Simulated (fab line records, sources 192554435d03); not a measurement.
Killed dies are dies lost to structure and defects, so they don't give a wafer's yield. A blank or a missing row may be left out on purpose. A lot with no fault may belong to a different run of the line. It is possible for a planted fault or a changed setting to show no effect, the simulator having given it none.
fab line records	flow n5Finfet
record lots=11	wafers=33	lastDay=20
route steps=1938 shown BEOL_M2@913 BEOL_M3@934 BEOL_M4@1111
lots untouched by any fault: they come from a run of this same line in which no faults occurred
startH: hours from the record's opening day to when the first of the lot's shown wafers began	waitH: how many hours have passed since the lot's step before this one	" as in the row above	L1.1+2: a row that stands for several wafers	- no value, or no start given	* or withheld: withheld	< > ~ a bound
route shown NAME@n: NAME is a module with steps in the file, n the number in the route of the first one	usual: mean and standard deviation over wafers with no fault	same: alike in all rows	chamber/n: place in a boat	sites: the reading at each site	_std_site: the values' standard deviation	_edge_site: outer sites' mean less inner sites'	radiusMm: how far each site lies from the wafer's centre	mask NAME#n: copy n	behind: the last tool/chamber to shape the wafer	hold: the reason the lot was held/the length of the hold in hours/how it ended	device: the n, p or np transistor that did not switch	end of line: the same wafers' tests at the end of the route	a step without rows: its recipe alone	killed: count of dies lost to structure and defects at first sort (not the wafer's yield)	map: a wafer's dies, marking killed ones x, the rest . and places with no die _
set.NAME: the setting the step ran with; set.NAME@STEP: the setting that earlier step ran with	model.NAME: the simulator's own value behind a step, which no gauge read
route steps across a sampled set of lots; one table per step, one row per wafer
services: when a tool's chamber went out of use (startH, in hours from the record's first day, below 0 if earlier), for how many hours, and the reason
## steps
# step N5_BEOL_M2_ANNEAL_89
# recipe tempC=400	timeS=240	ambient=vacuum
# usual heaterPowerW=833/75
lot.wafer	tool	chamber	startH	waitH	heaterPowerW
L486.1	pvdSputter-03	-	206.27	0.0	895
L486.2	"	-	"	"	731
L486.5	"	-	"	"	916
L487.1	pvdSputter-01	-	208.92	0.0	929
L487.3	"	-	"	"	819
L487.4	"	-	"	"	942
L493.3	pvdSputter-03	-	232.56	0.0	750
L493.5	"	-	"	"	746
L493.6	"	-	"	"	882
L494.3	pvdSputter-01	-	239.54	0.0	926
L494.4	"	-	"	"	839
L494.6	"	-	"	"	937
L495.2	pvdSputter-03	-	248.05	0.0	748
L495.3	"	-	"	"	914
L495.6	"	-	"	"	889
L496.3	pvdSputter-03	-	250.62	0.0	883
L496.4	"	-	"	"	738
L496.6	"	-	"	"	754
L504.1	pvdSputter-01	-	294.22	0.0	718
L504.4	"	-	"	"	919
L504.6	"	-	"	"	728
L488.1	pvdSputter-01	-	299.18	0.0	923
L488.2	"	-	"	"	825
L488.6	"	-	"	"	950
L506.1	pvdSputter-03	-	303.68	0.0	889
L506.2	"	-	"	"	735
L506.6	"	-	"	"	737
L505.1	pvdSputter-02	-	307.90	0.0	859
L505.3	"	-	"	"	864
L505.6	"	-	"	"	838
L503.1	pvdSputter-01	-	308.18	0.0	798
L503.2	"	-	"	"	935
L503.6	"	-	"	"	943
# step N5_BEOL_M2_CO_CAP_55
# recipe material=Co	targetThkA=20	tempC=200	precursor=CCTBA/H2	pressureTorr=30	timeS=102.1
# usual heaterPowerW=243/8.1
lot.wafer	tool	chamber	startH	waitH	heaterPowerW
L486.1	cvdCo-01	1	208.51	0.0	246
L486.2	"	0	"	"	250
L486.5	"	1	"	"	240
L487.1	cvdCo-01	2	210.76	0.0	238
L487.3	"	1	"	"	249
L487.4	"	0	"	"	248
L493.3	cvdCo-02	2	234.22	0.0	231
L493.5	"	2	"	"	229
L493.6	"	1	"	"	242
L494.3	cvdCo-02	0	241.21	0.0	262
L494.4	"	2	"	"	226
L494.6	"	1	"	"	244
L495.2	cvdCo-02	0	249.85	0.0	261
L495.3	"	1	"	"	243
L495.6	"	0	"	"	253
L496.3	cvdCo-02	1	252.38	0.0	242
L496.4	"	1	"	"	251
L496.6	"	0	"	"	260
L504.1	cvdCo-02	1	295.89	0.0	240
L504.4	"	1	"	"	241
L504.6	"	2	"	"	227
L488.1	cvdCo-02	1	300.87	0.0	243
L488.2	"	2	"	"	240
L488.6	"	2	"	"	234
L506.1	cvdCo-02	2	305.37	0.0	229
L506.2	"	1	"	"	242
L506.6	"	1	"	"	239
L505.1	cvdCo-01	0	309.57	0.0	252
L505.3	"	1	"	"	238
L505.6	"	1	"	"	240
L503.1	cvdCo-02	2	310.10	0.0	232
L503.2	"	1	"	"	247
L503.6	"	2	"	"	233
# step N5_BEOL_M3_HM_DEP_02
# recipe material=TiN	targetThkA=200	tempC=25	chamberPressurePa=0.49996
# usual throttleValvePct=29.7/1.1
lot.wafer	tool	chamber	startH	waitH	throttleValvePct
L486.1	pvdSputter-02	-	209.96	1.0	27.3
L486.2	"	-	"	"	29.9
L486.5	"	-	"	"	29.8
L487.1	pvdSputter-02	-	211.74	0.6	30.1
L487.3	"	-	"	"	30.2
L487.4	"	-	"	"	30.7
L493.3	pvdSputter-03	-	235.00	0.4	31.1
L493.5	"	-	"	"	29.4
L493.6	"	-	"	"	30.4
L494.3	pvdSputter-03	-	241.63	0.1	29.8
L494.4	"	-	"	"	30.7
L494.6	"	-	"	"	28.9
L495.2	pvdSputter-02	-	251.56	1.3	30.8
L495.3	"	-	"	"	27.2
L495.6	"	-	"	"	30.9
L496.3	pvdSputter-02	-	254.62	1.9	27.0
L496.4	"	-	"	"	30.6
L496.6	"	-	"	"	30.2
L504.1	pvdSputter-03	-	296.71	0.5	31.2
L504.4	"	-	"	"	28.9
L504.6	"	-	"	"	30.9
L488.1	pvdSputter-01	-	301.78	0.5	30.4
L488.2	"	-	"	"	28.7
L488.6	"	-	"	"	30.3
L506.1	pvdSputter-02	-	306.12	0.4	30.9
L506.2	"	-	"	"	27.0
L506.6	"	-	"	"	27.2
L505.1	pvdSputter-03	-	309.97	0.0	29.5
L505.3	"	-	"	"	28.8
L505.6	"	-	"	"	29.4
L503.1	pvdSputter-03	-	312.27	1.8	30.6
L503.2	"	-	"	"	29.9
L503.6	"	-	"	"	30.8
# step N5_BEOL_M3_COAT_61
# recipe resist=SOC	tempC=250	timeS=60	spinRpm=1500	resistThkNm=60
# usual spinSpeedRpm=1499.8/0.85
lot.wafer	tool	chamber	startH	waitH	spinSpeedRpm
L486.1	lithoTrack-03	0	210.08	0.1	1499.5
L486.2	"	0	"	"	1500.0
L486.5	"	0	"	"	1500.1
L487.1	lithoTrack-03	0	211.86	0.1	1500.9
L487.3	"	0	"	"	1499.2
L487.4	"	0	"	"	1498.6
L493.3	lithoTrack-04	0	235.12	0.1	1499.0
L493.5	"	0	"	"	1499.5
L493.6	"	0	"	"	1500.1
L494.3	lithoTrack-03	0	241.76	0.1	1564.5
L494.4	"	0	"	"	1565.4
L494.6	"	0	"	"	1565.0
L495.2	lithoTrack-03	0	251.69	0.1	1566.6
L495.3	"	0	"	"	1566.4
L495.6	"	0	"	"	1566.7
L496.3	lithoTrack-01	0	254.75	0.1	1500.6
L496.4	"	0	"	"	1500.9
L496.6	"	0	"	"	1499.0
L504.1	lithoTrack-04	0	296.84	0.1	1501.9
L504.4	"	0	"	"	1500.2
L504.6	"	0	"	"	1500.8
L488.1	lithoTrack-04	0	301.91	0.1	1499.5
L488.2	"	0	"	"	1499.1
L488.6	"	0	"	"	1500.0
L506.1	lithoTrack-04	0	306.25	0.1	1499.8
L506.2	"	0	"	"	1500.1
L506.6	"	0	"	"	1501.2
L505.1	lithoTrack-03	0	310.10	0.1	1499.9
L505.3	"	0	"	"	1500.7
L505.6	"	0	"	"	1499.0
L503.1	lithoTrack-01	0	312.40	0.1	1498.5
L503.2	"	0	"	"	1499.0
L503.6	"	0	"	"	1499.3
# step N5_BEOL_M4_RC_MEAS_101
# usual DIBL_N=36.0/1.3	DIBL_P=36.2/1.7	IOFF_N=0.155/0.024	IOFF_P=0.21/0.034	ION_N=674/9	ION_P=463/7.1	SS_N=71.4/0.5	SS_P=73.4/0.57	VT_N=250.0/2.8	VT_P=-251/3.2
lot.wafer	tool	chamber	startH	waitH	DIBL_N[mV/V]	DIBL_P[mV/V]	IOFF_N[nA/um]	IOFF_P[nA/um]	ION_N[uA/um]	ION_P[uA/um]	SS_N[mV/dec]	SS_P[mV/dec]	VT_N[mV]	VT_P[mV]
L486.1	prober-02	0	252.50	0.0	35.3	33.8	0.133	0.19	674	466	71.6	72.8	251.5	-251
L486.2	"	0	"	"	37.4	36.0	0.164	0.22	681	467	71.4	73.2	247.7	-250
L486.5	"	0	"	"	35.4	33.4	0.134	0.19	665	463	71.7	73.0	251.1	-251
L487.1	prober-01	0	258.53	0.0	36.0	37.6	0.164	0.23	681	467	71.3	73.5	247.5	-249
L487.3	"	0	"	"	36.1	37.5	0.170	0.24	684	474	71.3	72.8	249.1	-248
L487.4	"	0	"	"	35.8	36.5	0.153	0.21	684	473	71.1	73.8	250.3	-250
L493.3	prober-02	0	281.25	0.3	37.5	39.4	0.196	0.24	679	463	72.0	74.1	245.8	-251
L493.5	"	0	"	"	38.5	40.3	0.211	0.26	686	470	72.0	74.4	245.1	-248
L493.6	"	0	"	"	37.3	38.6	0.194	0.23	689	464	71.0	74.2	244.4	-250
L494.3	prober-01	0	289.16	0.3	35.9	37.4	0.173	0.21	678	460	71.4	73.1	248.6	-249
L494.4	"	0	"	"	33.2	34.1	0.126	0.17	670	463	70.8	72.8	253.2	-251
L494.6	"	0	"	"	36.0	37.1	0.177	0.22	688	471	71.2	73.1	248.4	-249
L495.2	prober-01	0	295.89	0.2	32.6	33.0	0.126	0.17	665	462	70.7	72.7	251.9	-253
L495.3	"	0	"	"	34.1	34.6	0.147	0.19	671	461	71.9	73.3	247.8	-251
L495.6	"	0	"	"	34.0	34.4	0.142	0.19	668	451	71.4	73.1	248.8	-250
L496.3	prober-01	0	315.22	0.3	35.1	35.2	0.152	0.23	678	474	70.9	72.6	250.0	-247
L496.4	"	0	"	"	36.7	37.5	0.187	0.26	689	475	71.5	73.5	246.1	-244
L496.6	"	0	"	"	36.6	37.3	0.185	0.25	678	468	72.2	73.5	245.4	-246
L488.1	prober-02	0	347.29	0.0	36.1	37.0	0.162	0.20	674	458	71.9	73.4	249.5	-251
L488.2	"	0	"	"	36.3	37.2	0.155	0.20	663	451	71.7	72.9	251.1	-254
L488.6	"	0	"	"	34.5	35.2	0.132	0.18	660	453	71.2	73.7	252.5	-254
L506.1	prober-01	0	347.71	0.0	35.7	34.9	0.135	0.20	676	464	70.9	73.0	251.9	-251
L506.2	"	0	"	"	34.8	34.3	0.120	0.19	668	464	71.0	72.4	255.6	-249
L506.6	"	0	"	"	34.3	34.5	0.121	0.19	664	464	70.4	72.5	253.3	-250
L505.1	prober-01	0	358.50	0.0	34.6	34.0	0.126	0.16	657	447	70.6	73.1	257.1	-257
L505.3	"	0	"	"	33.5	33.6	0.124	0.16	658	453	71.5	72.0	253.6	-256
L505.6	"	0	"	"	33.9	33.6	0.121	0.16	655	453	71.5	73.2	253.1	-256
L503.1	prober-01	0	369.43	0.0	34.5	35.1	0.136	0.18	669	456	70.9	73.0	251.0	-253
L503.2	"	0	"	"	36.4	37.7	0.172	0.22	680	468	71.4	73.1	246.8	-251
L503.6	"	0	"	"	35.0	35.5	0.146	0.19	671	467	71.5	72.6	249.7	-251
L504.1	prober-01	0	373.59	0.0	34.7	32.5	0.112	0.16	663	452	71.0	73.3	256.1	-255
L504.4	"	0	"	"	35.3	34.4	0.135	0.18	673	460	70.2	72.5	253.0	-251
L504.6	"	0	"	"	35.4	33.5	0.127	0.17	668	458	70.6	72.5	254.5	-253
## services
tool	chamber	startH	hours	kind
lithoTrack-04	-	275.06	-	consumableReplace:filter
lithoTrack-04	-	288.46	-	consumableReplace:filter
cvdCo-02	0	299.90	16.5	repair
## key
firstSign step=N5_BEOL_M3_COAT_61	reading=spinSpeedRpm	direction=up	sigmas=78	usual=*	struck=*
effect none on later readings
metAt N5_BEOL_M3_COAT_61
struckLots L494,L495
notActingAt N5_BEOL_M2_ANNEAL_89,N5_BEOL_M2_CO_CAP_55,N5_BEOL_M3_HM_DEP_02
onsetBetween 211.86 241.76
fault kind=processParameterDrift	tool=lithoTrack-03	chamber=-	onsetH=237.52	steps=N5_BEOL_M3_COAT_61	channel=spinRpm	offset=*	shape=step	endH=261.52	actsIn=*	stated=*
